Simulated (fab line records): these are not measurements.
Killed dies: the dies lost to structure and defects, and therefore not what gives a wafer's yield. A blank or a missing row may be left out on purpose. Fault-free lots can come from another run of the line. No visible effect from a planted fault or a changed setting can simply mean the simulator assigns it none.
The tool behind it: which one? ; flow nand harc ; 24 lots with 72 wafers sampled at 2 steps, on a route of 1302 steps

WHAT THE GAUGES SHOWED, per wafer
NHARC_A_SLIT_CD_MEAS_21. Usual: cd nm at 289.6 nm, with a standard deviation of 0.78.
lot;measured;on;cd nm (nm);flag
L074;day 19 23:32;cd sem-03;289.6 289.6 290.1;
L077;day 20 21:34;cd sem-01;290.5 290.7 290.4;
L075;day 20 20:50;cd sem-02;289.6 288.3 288.4;
L078;day 21 09:32;cd sem-01;289.3 288.9 289.0;
L076;day 21 10:56;cd sem-02;290.1 290.3 290.6;
L080;day 22 17:01;cd sem-02;290.6 289.7 290.4;
L079;day 22 16:49;cd sem-02;289.7 289.7 289.6;
L081;day 23 04:08;cd sem-01;288.9 288.6 288.9;
L082;day 23 02:03;cd sem-02;288.3 289.0 288.4;
L085;day 24 16:08;cd sem-03;288.9 289.0 288.7;
L083;day 24 15:25;cd sem-02;291.2 289.8 290.9;
L086;day 24 22:11;cd sem-02;289.1 289.1 289.0;
L084;day 24 22:01;cd sem-02;289.5 289.4 289.5;
L087;day 25 17:52;cd sem-02;289.3 289.9 290.2;
L091;day 26 02:50;cd sem-02;290.1 289.8 289.8;
L088;day 26 04:03;cd sem-01;289.8 289.6 288.9;
L090;day 26 06:41;cd sem-01;289.6 289.3 289.9;
L089;day 26 16:50;cd sem-03;288.3 288.4 287.7;
L092;day 27 05:24;cd sem-02;289.2 289.0 289.2;
L093;day 28 02:22;cd sem-01;290.9 290.0 290.5;
L096;day 28 21:04;cd sem-03;288.9 288.6 288.9;
L094;day 28 21:55;cd sem-02;291.0 290.0 290.7;
L095;day 29 00:55;cd sem-03;288.8 289.4 289.0;
L097;day 29 07:05;cd sem-02;290.3 289.1 290.7;

WHICH TOOL RAN EACH LOT (tool, then ch and the chambers of the sampled wafers, then the start)
lot;NHARC_A_SGD_CUT_STRIP_17
L074;rie diel-07 ch 0,2,3, day 19 23:32 or earlier
L077;rie diel-11 ch 0,1, day 20 21:34 or earlier
L075;rie diel-07 ch 0,1,2, day 20 20:50 or earlier
L078;rie diel-07 ch 0,2, day 21 09:32 or earlier
L076;rie diel-01 ch 0,2,3, day 21 10:56 or earlier
L080;rie diel-07 ch 0,2, day 22 17:01 or earlier
L079;rie diel-11 ch 1,2,3, day 22 16:49 or earlier
L081;rie diel-11 ch 0,1,3, day 23 04:08 or earlier
L082;rie diel-07 ch 1,2,3, day 23 02:03 or earlier
L085;rie diel-01 ch 0,3, day 24 16:08 or earlier
L083;rie diel-07 ch 0,1,2, day 24 15:25 or earlier
L086;rie diel-01 ch 0,3, day 24 22:11 or earlier
L084;rie diel-07 ch 0,1,2, day 24 22:01 or earlier
L087;rie diel-11 ch 0,3, day 25 17:52 or earlier
L091;rie diel-07 ch 0,1,2, day 26 02:50 or earlier
L088;rie diel-11 ch 2,3, day 26 04:03 or earlier
L090;rie diel-01 ch 1,3, day 26 06:41 or earlier
L089;rie diel-07 ch 0,3, day 26 16:50 or earlier
L092;rie diel-07 ch 0,1,3, day 27 05:24 or earlier
L093;rie diel-01 ch 0,1,2, day 28 02:22 or earlier
L096;rie diel-01 ch 1,3, day 28 21:04 or earlier
L094;rie diel-11 ch 1,3, day 28 21:55 or earlier
L095;rie diel-01 ch 1,2, day 29 00:55 or earlier
L097;rie diel-11 ch 0,1, day 29 07:05 or earlier
- NHARC_A_SGD_CUT_STRIP_17: strips in O2.

WHAT THE TOOLS THEMSELVES READ (means of the sampled wafers that have a number; where no wafer has one, the mark that the record gives instead)
NHARC_A_SGD_CUT_STRIP_17. Usual: chamber pressure mTorr 60.00 mTorr, standard deviation 0.05; drypump motor current A 5.7 A, standard deviation 0.57; oes product au 0.997 a.u., standard deviation 0.0083; rf vpp V 58.0 V, standard deviation 0.96; showerhead plenum p Torr 3.57 Torr, standard deviation 0.14; throttle valve pct 17.036 %, standard deviation 0.0085.
lot;tool;chamber pressure mTorr (mTorr);drypump motor current A (A);oes product au (a.u.);rf vpp V (V);showerhead plenum p Torr (Torr);throttle valve pct (%);flag
L074;rie diel-07;60.03;5.5;1.002;58.3;3.68;17.033;
L077;rie diel-11;60.03;6.0;0.997;58.4;3.40;17.032;
L075;rie diel-07;59.98;5.5;1.002;58.7;3.59;17.043;
L078;rie diel-07;59.98;4.9;1.005;57.9;3.72;17.035;
L076;rie diel-01;60.02;5.6;1.003;58.1;3.55;17.027;
L080;rie diel-07;60.01;5.2;0.996;59.0;3.67;17.029;
L079;rie diel-11;59.97;5.7;0.990;58.2;3.65;17.038;
L081;rie diel-11;59.99;5.7;0.997;57.4;3.51;17.038;
L082;rie diel-07;59.97;6.1;0.989;58.5;3.54;17.040;
L085;rie diel-01;59.99;5.5;1.012;58.0;3.55;17.038;
L083;rie diel-07;60.03;5.5;1.004;58.3;3.58;17.029;
L086;rie diel-01;59.99;5.4;0.998;57.4;3.60;17.041;
L084;rie diel-07;60.05;5.5;0.991;57.4;3.58;17.038;
L087;rie diel-11;59.98;5.6;0.987;56.9;3.49;17.040;
L091;rie diel-07;60.00;5.5;1.000;57.6;3.58;17.033;
L088;rie diel-11;60.04;5.6;0.996;59.1;3.63;17.032;
L090;rie diel-01;59.95;6.1;0.996;57.5;3.59;17.040;
L089;rie diel-07;59.99;5.8;0.993;58.1;3.68;17.039;
L092;rie diel-07;60.00;5.8;1.000;58.1;3.59;17.040;
L093;rie diel-01;60.02;6.0;0.998;57.5;3.52;17.038;
L096;rie diel-01;60.01;5.8;0.997;58.3;3.61;17.042;
L094;rie diel-11;60.00;5.6;0.988;57.8;3.62;17.033;
L095;rie diel-01;59.96;6.3;1.003;57.4;3.54;17.032;
L097;rie diel-11;59.96;5.9;0.984;57.9;3.39;17.035;

THE ANSWER, worked out from the rows above alone
Rule: lot off if the mean of its wafers having a number is beyond 3 standard deviations from the usual mean. Also off: a lot with no number at a reading for which 4 or more lots have one. Where the step has rows for the other lots, those lots are counted as sound. The gauges are gone through in route order, then the tools' own readings, and for those a lot's mean is taken as printed above. The first step at which some lot is off is used, and at that step the reading that is off furthest; a lot without a number counts as furthest.
None of the lots is off at any reading shown; this tells nothing.

WHAT THE SIMULATOR HAD INSERTED
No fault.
